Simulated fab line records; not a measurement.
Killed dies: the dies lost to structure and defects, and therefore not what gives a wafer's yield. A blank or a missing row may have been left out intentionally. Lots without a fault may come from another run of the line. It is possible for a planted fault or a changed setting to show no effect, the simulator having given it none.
Matching of chambers :: flow n5-finfet :: N5_PMOS_HMC_CHANNEL_EPI_HM_DEP_34 on pecvd-04 has 3 sister chambers
The step deposits SiO2 from TEOS/O2, target thk 36 nm, time 6.9 s. 22 wafers are shown with their chamber, then 11 later ones without.

## WAFERS WITH THEIR CHAMBER
wafer: L075.2
chamber: 0
showerhead-plenum-p-Torr (Torr): 8.26
heater-power-w (W): 580
throttle-valve-pct (%): 18.8

wafer: L075.3
chamber: 2
showerhead-plenum-p-Torr (Torr): 8.36
heater-power-w (W): 554
throttle-valve-pct (%): 18.8

wafer: L075.5
chamber: 2
showerhead-plenum-p-Torr (Torr): 8.32
heater-power-w (W): 560
throttle-valve-pct (%): 18.8

wafer: L081.4
chamber: 0
showerhead-plenum-p-Torr (Torr): 8.24
heater-power-w (W): 629
throttle-valve-pct (%): 18.7

wafer: L081.5
chamber: 1
showerhead-plenum-p-Torr (Torr): 8.29
heater-power-w (W): 419
throttle-valve-pct (%): 18.7

wafer: L081.6
chamber: 2
showerhead-plenum-p-Torr (Torr): 8.33
heater-power-w (W): 544
throttle-valve-pct (%): 18.7

wafer: L082.1
chamber: 2
showerhead-plenum-p-Torr (Torr): 8.37
heater-power-w (W): 523
throttle-valve-pct (%): 19.0

wafer: L082.2
chamber: 1
showerhead-plenum-p-Torr (Torr): 8.34
heater-power-w (W): 481
throttle-valve-pct (%): 19.1

wafer: L082.4
chamber: 1
showerhead-plenum-p-Torr (Torr): 8.29
heater-power-w (W): 487
throttle-valve-pct (%): 19.1

wafer: L083.1
chamber: 1
showerhead-plenum-p-Torr (Torr): 8.31
heater-power-w (W): 419
throttle-valve-pct (%): 19.3

wafer: L083.4
chamber: 0
showerhead-plenum-p-Torr (Torr): 8.24
heater-power-w (W): 503
throttle-valve-pct (%): 18.8

wafer: L083.5
chamber: 1
showerhead-plenum-p-Torr (Torr): 8.31
heater-power-w (W): 423
throttle-valve-pct (%): 19.2

wafer: L086.2
chamber: 2
showerhead-plenum-p-Torr (Torr): 8.33
heater-power-w (W): 561
throttle-valve-pct (%): 19.0

wafer: L086.3
chamber: 1
showerhead-plenum-p-Torr (Torr): 8.30
heater-power-w (W): 447
throttle-valve-pct (%): 18.9

wafer: L086.4
chamber: 2
showerhead-plenum-p-Torr (Torr): 8.32
heater-power-w (W): 567
throttle-valve-pct (%): 19.1

wafer: L091.2
chamber: 1
showerhead-plenum-p-Torr (Torr): 8.29
heater-power-w (W): 485
throttle-valve-pct (%): 18.9

wafer: L091.4
chamber: 0
showerhead-plenum-p-Torr (Torr): 8.28
heater-power-w (W): 485
throttle-valve-pct (%): 18.8

wafer: L091.5
chamber: 2
showerhead-plenum-p-Torr (Torr): 8.35
heater-power-w (W): 532
throttle-valve-pct (%): 18.7

wafer: L092.1
chamber: 0
showerhead-plenum-p-Torr (Torr): 8.26
heater-power-w (W): 468
throttle-valve-pct (%): 18.5

wafer: L092.2
chamber: 2
showerhead-plenum-p-Torr (Torr): 8.33
heater-power-w (W): 522
throttle-valve-pct (%): 19.1

wafer: L092.3
chamber: 1
showerhead-plenum-p-Torr (Torr): 8.31
heater-power-w (W): 471
throttle-valve-pct (%): 19.1

wafer: L094.2
chamber: 2
showerhead-plenum-p-Torr (Torr): 8.35
heater-power-w (W): 490
throttle-valve-pct (%): 18.7

SIGNATURES (averages over the wafers above)
reading: showerhead-plenum-p-Torr
chamber 0: 8.2560
chamber 1: 8.3050
chamber 2: 8.3400
scatter within a chamber: 0.0174

reading: heater-power-w
chamber 0: 533.00
chamber 1: 454.00
chamber 2: 539.22
scatter within a chamber: 40

reading: throttle-valve-pct
chamber 0: 18.720
chamber 1: 19.038
chamber 2: 18.878
scatter within a chamber: 0.172
Rule: a wafer's distance from a chamber is the root of the sum, over the readings, of the square of ((its reading less the chamber's mean) divided by the reading's scatter). The wafer belongs to the nearest chamber; if the next one is less than 2 further off, it can't be placed. The scatter: the root of (the sum of the squares of (reading less its chamber's mean) over the shown wafers, divided by (wafers less chambers)).

## WAFERS WITHOUT THEIR CHAMBER
wafer: L094.3
showerhead-plenum-p-Torr (Torr): 8.32
heater-power-w (W): 480
throttle-valve-pct (%): 18.9

wafer: L094.4
showerhead-plenum-p-Torr (Torr): 8.28
heater-power-w (W): 480
throttle-valve-pct (%): 19.2

wafer: L095.3
showerhead-plenum-p-Torr (Torr): 8.24
heater-power-w (W): 624
throttle-valve-pct (%): 18.8

wafer: L095.4
showerhead-plenum-p-Torr (Torr): 8.24
heater-power-w (W): 617
throttle-valve-pct (%): 18.7

wafer: L095.5
showerhead-plenum-p-Torr (Torr): 8.30
heater-power-w (W): 470
throttle-valve-pct (%): 19.0

wafer: L096.2
showerhead-plenum-p-Torr (Torr): 8.25
heater-power-w (W): 559
throttle-valve-pct (%): 18.7

wafer: L096.3
showerhead-plenum-p-Torr (Torr): 8.30
heater-power-w (W): 502
throttle-valve-pct (%): 19.2

wafer: L096.5
showerhead-plenum-p-Torr (Torr): 8.24
heater-power-w (W): 561
throttle-valve-pct (%): 18.6

wafer: L097.2
showerhead-plenum-p-Torr (Torr): 8.25
heater-power-w (W): 608
throttle-valve-pct (%): 18.8

wafer: L097.4
showerhead-plenum-p-Torr (Torr): 8.35
heater-power-w (W): 558
throttle-valve-pct (%): 19.0

wafer: L097.6
showerhead-plenum-p-Torr (Torr): 8.26
heater-power-w (W): 596
throttle-valve-pct (%): 18.5

## CHAMBER TAKEN BY EACH
wafer: L094.3
from the rows above: can't be placed: 1 or 2
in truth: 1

wafer: L094.4
from the rows above: can't be placed: 1 or 0
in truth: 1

wafer: L095.3
from the rows above: 0
in truth: 0

wafer: L095.4
from the rows above: 0
in truth: 0

wafer: L095.5
from the rows above: 1
in truth: 1

wafer: L096.2
from the rows above: 0
in truth: 0

wafer: L096.3
from the rows above: can't be placed: 1 or 2
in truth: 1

wafer: L096.5
from the rows above: 0
in truth: 0

wafer: L097.2
from the rows above: 0
in truth: 0

wafer: L097.4
from the rows above: 2
in truth: 2

wafer: L097.6
from the rows above: 0
in truth: 0
Correct placement for 8 of the 11. Cannot be placed on the basis of these rows: 3; the candidates contain the true chamber in 3. Wrongly placed: 0.
